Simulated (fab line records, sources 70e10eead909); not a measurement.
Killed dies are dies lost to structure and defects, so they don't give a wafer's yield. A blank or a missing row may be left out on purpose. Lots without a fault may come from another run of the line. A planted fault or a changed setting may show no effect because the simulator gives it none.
Which tool did it? | flow nand_harc | 22 lots, 66 wafers sampled, at 6 steps of a route of 1302

WHAT THE GAUGES READ, wafer by wafer
The record holds no reading of a measuring or inspecting step that can be judged against a usual standard deviation.

WHICH TOOL RAN EACH LOT (tool, then ch and the chambers of the sampled wafers, then the start)
lot  | NHARC_A_STAIRCASE_TRIM_229         | NHARC_A_STAIRCASE_DESCUM_270       | NHARC_A_STAIRCASE_ETCH_452                    | NHARC_A_STAIRCASE_DEP_301       | NHARC_A_STAIRCASE_ETCH_313         | NHARC_A_STAIRCASE_STRIP_316
L074 | rie_diel-01 ch 0,1,3, day 15 23:59 | rie_diel-13 ch 0,2,3, day 16 06:31 | rie_diel-04 ch 0,1,2, day 16 18:02 or earlier | pecvd-01 ch 0,1,2, day 16 18:02 | rie_diel-01 ch 0,1,2, day 16 19:04 | rie_diel-01 ch 0,2, no start
L075 | rie_diel-13 ch 1,2,3, day 16 10:46 | rie_diel-01 ch 0,1,2, day 16 17:07 | rie_diel-04 ch 0,1,3, day 17 06:21 or earlier | pecvd-02 ch 0,2, day 17 06:21   | rie_diel-01 ch 1,2,3, day 17 07:19 | rie_diel-01 ch 1,2,3, no start
L076 | rie_diel-04 ch 0,1,2, day 16 22:10 | rie_diel-13 ch 1,2,3, day 17 09:12 | rie_diel-13 ch 0,1,3, day 17 19:41 or earlier | pecvd-04 ch 1,2, day 17 19:41   | rie_diel-01 ch 1,2,3, day 17 20:44 | rie_diel-01 ch 0,1,2, no start
L077 | rie_diel-04 ch 0,2,3, day 17 11:02 | rie_diel-04 ch 0,1, day 17 17:23   | rie_diel-01 ch 0,1, day 18 05:47 or earlier   | pecvd-01 ch 1,2, day 18 05:47   | rie_diel-04 ch 2,3, day 18 06:49   | rie_diel-04 ch 0,1, no start
L078 | rie_diel-01 ch 0,2,3, day 17 17:21 | rie_diel-04 ch 0,2,3, day 18 00:52 | rie_diel-04 ch 0,1,3, day 18 12:32 or earlier | pecvd-01 ch 0,1,2, day 18 12:32 | rie_diel-04 ch 0,1,2, day 18 16:25 | rie_diel-04 ch 0,1,2, no start
L079 | rie_diel-13 ch 1,2, day 18 08:28   | rie_diel-01 ch 0,1,3, day 18 15:10 | rie_diel-04 ch 2,3, day 19 06:22 or earlier   | pecvd-01 ch 1,2, day 19 06:22   | rie_diel-01 ch 0,1,2, day 19 07:15 | rie_diel-01 ch 2,3, no start
L080 | rie_diel-01 ch 1,2,3, day 18 08:53 | rie_diel-13 ch 0,1,3, day 18 15:23 | rie_diel-01 ch 0,3, day 19 08:10 or earlier   | pecvd-02 ch 0,2, day 19 08:10   | rie_diel-01 ch 1,3, day 19 09:13   | rie_diel-01 ch 0,2,3, no start
L081 | rie_diel-04 ch 2,3, day 19 13:58   | rie_diel-01 ch 1,2,3, day 19 20:26 | rie_diel-01 ch 0,1,2, day 20 06:34 or earlier | pecvd-01 ch 1,2, day 20 06:34   | rie_diel-13 ch 1,2,3, day 20 07:30 | rie_diel-13 ch 1,2,3, no start
L082 | rie_diel-01 ch 0,1, day 19 16:32   | rie_diel-13 ch 1,2,3, day 20 00:35 | rie_diel-04 ch 0,3, day 20 12:19 or earlier   | pecvd-02 ch 0,1,2, day 20 12:19 | rie_diel-13 ch 0,1,2, day 20 13:16 | rie_diel-13 ch 0,1, no start
L084 | rie_diel-01 ch 0,1,3, day 20 07:10 | rie_diel-13 ch 1,2,3, day 20 17:02 | rie_diel-13 ch 0,2,3, day 21 09:33 or earlier | pecvd-02 ch 0,1, day 21 09:33   | rie_diel-13 ch 0,1,3, day 21 10:43 | rie_diel-13 ch 0,1,3, no start
L085 | rie_diel-01 ch 0,3, day 20 12:33   | rie_diel-04 ch 0,1, day 20 18:48   | rie_diel-01 ch 0,1,2, day 21 09:07 or earlier | pecvd-04 ch 0,1, day 21 09:07   | rie_diel-01 ch 0,3, day 21 10:11   | rie_diel-01 ch 0,2, no start
L086 | rie_diel-01 ch 1,2,3, day 20 21:23 | rie_diel-04 ch 1,2, day 21 06:31   | rie_diel-04 ch 0,1,3, day 21 16:58 or earlier | pecvd-02 ch 1,2, day 21 16:58   | rie_diel-04 ch 2,3, day 21 18:01   | rie_diel-04 ch 1,3, no start
L088 | rie_diel-01 ch 0,1,3, day 21 22:04 | rie_diel-13 ch 0,2,3, day 22 04:13 | rie_diel-01 ch 0,2,3, day 22 14:19 or earlier | pecvd-01 ch 0,1,2, day 22 14:19 | rie_diel-01 ch 0,1,3, day 22 15:16 | rie_diel-01 ch 0,2,3, no start
L087 | rie_diel-04 ch 0,1, day 21 22:17   | rie_diel-13 ch 0,3, day 22 06:49   | rie_diel-01 ch 0,3, day 22 18:27 or earlier   | pecvd-02 ch 0,1, day 22 18:27   | rie_diel-01 ch 0,1,3, day 22 19:30 | rie_diel-01 ch 1,2, no start
L090 | rie_diel-04 ch 1,2,3, day 22 17:19 | rie_diel-01 ch 1,2, day 22 23:55   | rie_diel-13 ch 0,2,3, day 23 10:05 or earlier | pecvd-02 ch 0,1, day 23 10:05   | rie_diel-01 ch 0,1,2, day 23 11:12 | rie_diel-01 ch 0,1,2, no start
L089 | rie_diel-04 ch 0,2,3, day 22 18:55 | rie_diel-01 ch 0,1,2, day 23 02:56 | rie_diel-01 ch 0,1,3, day 23 17:50 or earlier | pecvd-02 ch 0,1,2, day 23 17:50 | rie_diel-04 ch 1,2, day 23 18:53   | rie_diel-04 ch 1,2, no start
L091 | rie_diel-13 ch 1,2, day 23 19:22   | rie_diel-13 ch 0,1, day 24 01:51   | rie_diel-13 ch 0,1,3, day 24 15:47 or earlier | pecvd-04 ch 0,2, day 24 15:47   | rie_diel-04 ch 0,3, day 24 17:00   | rie_diel-04 ch 0,1, no start
L092 | rie_diel-04 ch 0,2, day 23 20:55   | rie_diel-04 ch 2,3, day 24 05:04   | rie_diel-04 ch 0,2, day 24 18:01 or earlier   | pecvd-02 ch 0,2, day 24 18:01   | rie_diel-13 ch 0,3, day 24 19:05   | rie_diel-13 ch 1,2,3, no start
L094 | rie_diel-04 ch 1,2, day 24 13:10   | rie_diel-04 ch 0,1,2, day 24 20:41 | rie_diel-04 ch 0,2,3, day 25 08:44 or earlier | pecvd-04 ch 0,1,2, day 25 08:44 | rie_diel-04 ch 1,2,3, day 25 09:49 | rie_diel-04 ch 2,3, no start
L093 | rie_diel-13 ch 1,3, day 24 16:02   | rie_diel-04 ch 1,2,3, day 24 22:27 | rie_diel-01 ch 1,2,3, day 25 08:54 or earlier | pecvd-04 ch 0,2, day 25 08:54   | rie_diel-13 ch 1,2,3, day 25 10:03 | rie_diel-13 ch 0,3, no start
L095 | rie_diel-04 ch 1,2,3, day 25 01:21 | rie_diel-04 ch 1,2,3, day 25 07:59 | rie_diel-04 ch 0,1,2, day 25 19:25 or earlier | pecvd-01 ch 0,1,2, day 25 19:25 | rie_diel-13 ch 0,2,3, day 25 20:29 | rie_diel-13 ch 1,2,3, no start
L097 | rie_diel-01 ch 1,2,3, day 25 10:39 | rie_diel-01 ch 0,1,2, day 25 19:53 | rie_diel-13 ch 2,3, day 26 07:23 or earlier   | pecvd-04 ch 1,2, day 26 07:23   | rie_diel-04 ch 1,3, day 26 08:26   | rie_diel-04 ch 0,3, no start
- NHARC_A_STAIRCASE_TRIM_229: chemistry O2, time 211.2 s.
- NHARC_A_STAIRCASE_DESCUM_270: chemistry O2, time 3 s.
- NHARC_A_STAIRCASE_ETCH_452: etches the open film in CF4/O2, target depth 30 nm, overetch 3 nm, time 16.5 s.
- NHARC_A_STAIRCASE_DEP_301: deposits SiON, target thk 30 nm.
- NHARC_A_STAIRCASE_ETCH_313: etches the open film in CF4/CHF3.
- NHARC_A_STAIRCASE_STRIP_316: strips in O2.

WHAT THE TOOLS THEMSELVES READ (means of the sampled wafers that have a number; where no wafer has one, the mark that the record gives instead)
NHARC_A_STAIRCASE_TRIM_229. Usual: drypump_motor_current_A 5.8 A, standard deviation 0.46; oes_product_au 1.001 a.u., standard deviation 0.011; rf_vpp_V 57.9 V, standard deviation 0.89; showerhead_plenum_p_Torr 3.57 Torr, standard deviation 0.15; throttle_valve_pct 17.036 %, standard deviation 0.0084.
lot  | tool        | drypump_motor_current_A (A) | oes_product_au (a.u.) | rf_vpp_V (V) | showerhead_plenum_p_Torr (Torr) | throttle_valve_pct (%) | flag
L074 | rie_diel-01 | 5.4                         | 1.009                 | 57.8         | 3.65                            | 17.036                 |
L075 | rie_diel-13 | 5.9                         | 0.990                 | 58.4         | 3.67                            | 17.035                 |
L076 | rie_diel-04 | 5.7                         | 1.000                 | 57.7         | 3.46                            | 17.034                 |
L077 | rie_diel-04 | 5.8                         | 0.987                 | 58.0         | 3.58                            | 17.026                 |
L078 | rie_diel-01 | 5.7                         | 1.002                 | 57.6         | 3.59                            | 17.039                 |
L079 | rie_diel-13 | 6.1                         | 0.999                 | 57.8         | 3.66                            | 17.035                 |
L080 | rie_diel-01 | 5.9                         | 0.996                 | 58.2         | 3.55                            | 17.035                 |
L081 | rie_diel-04 | 6.0                         | 1.000                 | 57.5         | 3.64                            | 17.036                 |
L082 | rie_diel-01 | 5.3                         | 1.010                 | 58.0         | 3.69                            | 17.032                 |
L084 | rie_diel-01 | 5.4                         | 1.007                 | 57.9         | 3.64                            | 17.035                 |
L085 | rie_diel-01 | 5.2                         | 1.009                 | 58.0         | 3.62                            | 17.039                 |
L086 | rie_diel-01 | 5.9                         | 0.993                 | 58.3         | 3.54                            | 17.038                 |
L088 | rie_diel-01 | 5.4                         | 1.014                 | 57.9         | 3.63                            | 17.030                 |
L087 | rie_diel-04 | 5.7                         | 0.988                 | 57.1         | 3.48                            | 17.029                 |
L090 | rie_diel-04 | 6.0                         | 1.013                 | 58.3         | 3.50                            | 17.038                 |
L089 | rie_diel-04 | 5.8                         | 0.996                 | 57.6         | 3.56                            | 17.043                 |
L091 | rie_diel-13 | 6.2                         | 0.990                 | 57.7         | 3.64                            | 17.035                 |
L092 | rie_diel-04 | 5.6                         | 1.001                 | 58.4         | 3.44                            | 17.040                 |
L094 | rie_diel-04 | 5.8                         | 1.012                 | 57.4         | 3.38                            | 17.039                 |
L093 | rie_diel-13 | 6.3                         | 0.995                 | 58.4         | 3.77                            | 17.032                 |
L095 | rie_diel-04 | 6.0                         | 1.008                 | 57.7         | 3.49                            | 17.042                 |
L097 | rie_diel-01 | 5.8                         | 1.000                 | 58.7         | 3.52                            | 17.033                 |

NHARC_A_STAIRCASE_DESCUM_270. Usual: drypump_motor_current_A 5.8 A, standard deviation 0.42; oes_product_au 1.000 a.u., standard deviation 0.011; rf_vpp_V 57.9 V, standard deviation 0.95; showerhead_plenum_p_Torr 1.94 Torr, standard deviation 0.093; throttle_valve_pct 11.312 %, standard deviation 0.0089.
lot  | tool        | drypump_motor_current_A (A) | oes_product_au (a.u.) | rf_vpp_V (V) | showerhead_plenum_p_Torr (Torr) | throttle_valve_pct (%) | flag
L074 | rie_diel-13 | 5.7                         | 0.995                 | 58.1         | 1.98                            | 11.319                 |
L075 | rie_diel-01 | 5.8                         | 1.002                 | 57.7         | 1.96                            | 11.306                 |
L076 | rie_diel-13 | 5.9                         | 0.995                 | 58.1         | 1.99                            | 11.316                 |
L077 | rie_diel-04 | 5.9                         | 1.009                 | 56.9         | 1.86                            | 11.308                 |
L078 | rie_diel-04 | 5.7                         | 0.991                 | 57.9         | 1.94                            | 11.313                 |
L079 | rie_diel-01 | 5.4                         | 1.010                 | 58.8         | 1.98                            | 11.309                 |
L080 | rie_diel-13 | 6.1                         | 0.996                 | 58.4         | 2.06                            | 11.312                 |
L081 | rie_diel-01 | 5.8                         | 0.991                 | 58.0         | 1.92                            | 11.314                 |
L082 | rie_diel-13 | 5.9                         | 0.985                 | 58.5         | 1.99                            | 11.316                 |
L084 | rie_diel-13 | 5.9                         | 0.995                 | 57.0         | 1.98                            | 11.316                 |
L085 | rie_diel-04 | 5.7                         | 0.993                 | 58.8         | 1.89                            | 11.313                 |
L086 | rie_diel-04 | 5.9                         | 1.016                 | 56.5         | 1.83                            | 11.314                 |
L088 | rie_diel-13 | 5.7                         | 0.996                 | 57.7         | 1.97                            | 11.311                 |
L087 | rie_diel-13 | 5.9                         | 0.996                 | 58.2         | 2.03                            | 11.305                 |
L090 | rie_diel-01 | 6.2                         | 0.997                 | 58.7         | 1.89                            | 11.308                 |
L089 | rie_diel-01 | 5.8                         | 1.009                 | 57.3         | 1.94                            | 11.317                 |
L091 | rie_diel-13 | 6.3                         | 0.997                 | 59.0         | 2.05                            | 11.306                 |
L092 | rie_diel-04 | 5.8                         | 1.010                 | 58.3         | 1.91                            | 11.313                 |
L094 | rie_diel-04 | 5.7                         | 1.005                 | 57.8         | 1.86                            | 11.308                 |
L093 | rie_diel-04 | 6.0                         | 1.013                 | 57.9         | 1.89                            | 11.307                 |
L095 | rie_diel-04 | 6.0                         | 1.010                 | 56.9         | 1.89                            | 11.309                 |
L097 | rie_diel-01 | 5.8                         | 0.997                 | 58.7         | 1.94                            | 11.312                 |

NHARC_A_STAIRCASE_ETCH_452. Usual: drypump_motor_current_A 5.8 A, standard deviation 0.45; oes_product_au 1.002 a.u., standard deviation 0.012; rf_vpp_V 198.2 V, standard deviation 1.3; showerhead_plenum_p_Torr 1.35 Torr, standard deviation 0.058; throttle_valve_pct 13.398 %, standard deviation 0.0091.
lot  | tool        | drypump_motor_current_A (A) | oes_product_au (a.u.) | rf_vpp_V (V) | showerhead_plenum_p_Torr (Torr) | throttle_valve_pct (%) | flag
L074 | rie_diel-04 | 5.7                         | 1.007                 | 197.0        | 1.31                            | 13.399                 |
L075 | rie_diel-04 | 5.9                         | 0.997                 | 198.4        | 1.35                            | 13.402                 |
L076 | rie_diel-13 | 6.1                         | 0.990                 | 199.7        | 1.43                            | 13.403                 |
L077 | rie_diel-01 | 5.3                         | 1.011                 | 199.6        | 1.40                            | 13.388                 |
L078 | rie_diel-04 | 5.9                         | 1.000                 | 198.0        | 1.35                            | 13.406                 |
L079 | rie_diel-04 | 5.8                         | 1.017                 | 198.1        | 1.34                            | 13.398                 |
L080 | rie_diel-01 | 5.3                         | 1.013                 | 198.5        | 1.37                            | 13.401                 |
L081 | rie_diel-01 | 5.7                         | 0.998                 | 197.6        | 1.37                            | 13.393                 |
L082 | rie_diel-04 | 5.9                         | 0.996                 | 199.0        | 1.40                            | 13.394                 |
L084 | rie_diel-13 | 5.7                         | 1.003                 | 198.2        | 1.37                            | 13.395                 |
L085 | rie_diel-01 | 5.8                         | 1.000                 | 198.4        | 1.36                            | 13.402                 |
L086 | rie_diel-04 | 5.9                         | 0.997                 | 197.7        | 1.34                            | 13.403                 |
L088 | rie_diel-01 | 5.6                         | 1.013                 | 198.7        | 1.35                            | 13.398                 |
L087 | rie_diel-01 | 5.2                         | 1.015                 | 198.2        | 1.39                            | 13.391                 |
L090 | rie_diel-13 | 5.7                         | 0.995                 | 198.7        | 1.37                            | 13.397                 |
L089 | rie_diel-01 | 5.4                         | 1.007                 | 198.2        | 1.37                            | 13.398                 |
L091 | rie_diel-13 | 6.1                         | 0.998                 | 198.8        | 1.42                            | 13.404                 |
L092 | rie_diel-04 | 5.5                         | 1.010                 | 198.0        | 1.32                            | 13.389                 |
L094 | rie_diel-04 | 5.7                         | 1.012                 | 198.4        | 1.35                            | 13.401                 |
L093 | rie_diel-01 | 5.8                         | 0.996                 | 197.4        | 1.33                            | 13.406                 |
L095 | rie_diel-04 | 5.7                         | 1.006                 | 197.3        | 1.29                            | 13.399                 |
L097 | rie_diel-13 | 5.5                         | 0.989                 | 197.8        | 1.32                            | 13.401                 |

NHARC_A_STAIRCASE_DEP_301. Usual: heater_power_w 736 W, standard deviation 86.
lot  | tool     | heater_power_w (W) | flag
L074 | pecvd-01 | 797                |
L075 | pecvd-02 | 769                |
L076 | pecvd-04 | 630                |
L077 | pecvd-01 | 829                |
L078 | pecvd-01 | 823                |
L079 | pecvd-01 | 776                |
L080 | pecvd-02 | 682                |
L081 | pecvd-01 | 808                |
L082 | pecvd-02 | 750                |
L084 | pecvd-02 | 796                |
L085 | pecvd-04 | 658                |
L086 | pecvd-02 | 692                |
L088 | pecvd-01 | 779                |
L087 | pecvd-02 | 795                |
L090 | pecvd-02 | 739                |
L089 | pecvd-02 | 761                |
L091 | pecvd-04 | 664                |
L092 | pecvd-02 | 768                |
L094 | pecvd-04 | 669                |
L093 | pecvd-04 | 666                |
L095 | pecvd-01 | 756                |
L097 | pecvd-04 | 687                |

NHARC_A_STAIRCASE_ETCH_313. Usual: drypump_motor_current_A 5.8 A, standard deviation 0.46; oes_product_au 0.938 a.u., standard deviation 0.022; rf_vpp_V 371.6 V, standard deviation 2.2; showerhead_plenum_p_Torr 1.60 Torr, standard deviation 0.067; throttle_valve_pct 16.804 %, standard deviation 0.009.
lot  | tool        | drypump_motor_current_A (A) | oes_product_au (a.u.) | rf_vpp_V (V) | showerhead_plenum_p_Torr (Torr) | throttle_valve_pct (%) | flag
L074 | rie_diel-01 | 5.8                         | 0.971                 | 372.3        | 1.61                            | 16.805                 |
L075 | rie_diel-01 | 5.8                         | 0.975                 | 371.5        | 1.58                            | 16.804                 |
L076 | rie_diel-01 | 5.8                         | 0.972                 | 371.1        | 1.58                            | 16.800                 |
L077 | rie_diel-04 | 6.0                         | 0.922                 | 372.1        | 1.63                            | 16.810                 |
L078 | rie_diel-04 | 5.7                         | 0.931                 | 369.2        | 1.54                            | 16.805                 |
L079 | rie_diel-01 | 5.8                         | 0.929                 | 372.0        | 1.61                            | 16.803                 |
L080 | rie_diel-01 | 5.4                         | 0.922                 | 372.1        | 1.60                            | 16.807                 |
L081 | rie_diel-13 | 5.9                         | 0.924                 | 372.5        | 1.63                            | 16.793                 |
L082 | rie_diel-13 | 5.9                         | 0.923                 | 372.1        | 1.62                            | 16.805                 |
L084 | rie_diel-13 | 6.1                         | 0.928                 | 373.1        | 1.68                            | 16.807                 |
L085 | rie_diel-01 | 5.2                         | 0.935                 | 373.2        | 1.64                            | 16.805                 |
L086 | rie_diel-04 | 5.8                         | 0.928                 | 370.5        | 1.57                            | 16.811                 |
L088 | rie_diel-01 | 5.4                         | 0.937                 | 371.8        | 1.62                            | 16.803                 |
L087 | rie_diel-01 | 5.4                         | 0.934                 | 372.2        | 1.62                            | 16.806                 |
L090 | rie_diel-01 | 5.8                         | 0.931                 | 370.9        | 1.60                            | 16.807                 |
L089 | rie_diel-04 | 5.8                         | 0.990                 | 368.2        | 1.51                            | 16.809                 |
L091 | rie_diel-04 | 5.7                         | 0.924                 | 372.3        | 1.61                            | 16.791                 |
L092 | rie_diel-13 | 5.9                         | 0.932                 | 373.1        | 1.66                            | 16.802                 |
L094 | rie_diel-04 | 6.0                         | 0.937                 | 370.3        | 1.56                            | 16.794                 |
L093 | rie_diel-13 | 5.9                         | 0.913                 | 371.9        | 1.62                            | 16.810                 |
L095 | rie_diel-13 | 5.7                         | 0.965                 | 371.0        | 1.61                            | 16.797                 |
L097 | rie_diel-04 | 6.1                         | 0.952                 | 371.4        | 1.61                            | 16.807                 |

NHARC_A_STAIRCASE_STRIP_316. Usual: drypump_motor_current_A 5.8 A, standard deviation 0.47; oes_product_au 1.002 a.u., standard deviation 0.011; rf_vpp_V 57.9 V, standard deviation 0.79; showerhead_plenum_p_Torr 3.58 Torr, standard deviation 0.15; throttle_valve_pct 17.036 %, standard deviation 0.009.
lot  | tool        | drypump_motor_current_A (A) | oes_product_au (a.u.) | rf_vpp_V (V) | showerhead_plenum_p_Torr (Torr) | throttle_valve_pct (%) | flag
L074 | rie_diel-01 | 6.0                         | 1.010                 | 58.2         | 3.55                            | 17.042                 |
L075 | rie_diel-01 | 5.9                         | 0.997                 | 57.5         | 3.55                            | 17.035                 |
L076 | rie_diel-01 | 5.8                         | 1.005                 | 57.8         | 3.61                            | 17.034                 |
L077 | rie_diel-04 | 5.9                         | 1.002                 | 58.0         | 3.44                            | 17.042                 |
L078 | rie_diel-04 | 5.7                         | 1.008                 | 57.8         | 3.45                            | 17.037                 |
L079 | rie_diel-01 | 5.7                         | 1.001                 | 58.5         | 3.53                            | 17.034                 |
L080 | rie_diel-01 | 5.6                         | 1.009                 | 58.1         | 3.59                            | 17.042                 |
L081 | rie_diel-13 | 5.9                         | 1.001                 | 58.4         | 3.65                            | 17.039                 |
L082 | rie_diel-13 | 6.3                         | 1.004                 | 58.5         | 3.77                            | 17.036                 |
L084 | rie_diel-13 | 6.1                         | 1.008                 | 57.7         | 3.76                            | 17.034                 |
L085 | rie_diel-01 | 6.0                         | 1.001                 | 57.6         | 3.54                            | 17.034                 |
L086 | rie_diel-04 | 6.1                         | 1.018                 | 57.1         | 3.50                            | 17.036                 |
L088 | rie_diel-01 | 5.6                         | 1.011                 | 58.2         | 3.57                            | 17.040                 |
L087 | rie_diel-01 | 6.0                         | 0.996                 | 57.4         | 3.55                            | 17.033                 |
L090 | rie_diel-01 | 5.8                         | 1.001                 | 57.2         | 3.58                            | 17.035                 |
L089 | rie_diel-04 | 5.8                         | 1.004                 | 57.1         | 3.39                            | 17.032                 |
L091 | rie_diel-04 | 5.7                         | 1.003                 | 57.6         | 3.47                            | 17.026                 |
L092 | rie_diel-13 | 5.9                         | 0.987                 | 58.5         | 3.63                            | 17.036                 |
L094 | rie_diel-04 | 5.8                         | 1.011                 | 58.5         | 3.51                            | 17.047                 |
L093 | rie_diel-13 | 6.0                         | 1.001                 | 57.7         | 3.72                            | 17.034                 |
L095 | rie_diel-13 | 5.9                         | 0.992                 | 58.1         | 3.63                            | 17.031                 |
L097 | rie_diel-04 | 6.0                         | 1.004                 | 57.1         | 3.67                            | 17.031                 |

THE ANSWER, worked out from the rows above alone
Rule: a lot is off if the mean of its wafers that have a number lies more than 3 standard deviations from the usual mean. A lot without any number at a reading at which 4 lots or more have one is off too. The other lots that the step has rows for count as sound. The gauges are gone through in route order, then the tools' own readings, and for those a lot's mean is taken as printed above. The first step at which some lot is off is used, and at that step the reading that is off furthest; a lot without a number counts as furthest.
No lot is off at any reading shown: from this, nothing can be told.

WHAT THE SIMULATOR HAD PUT IN
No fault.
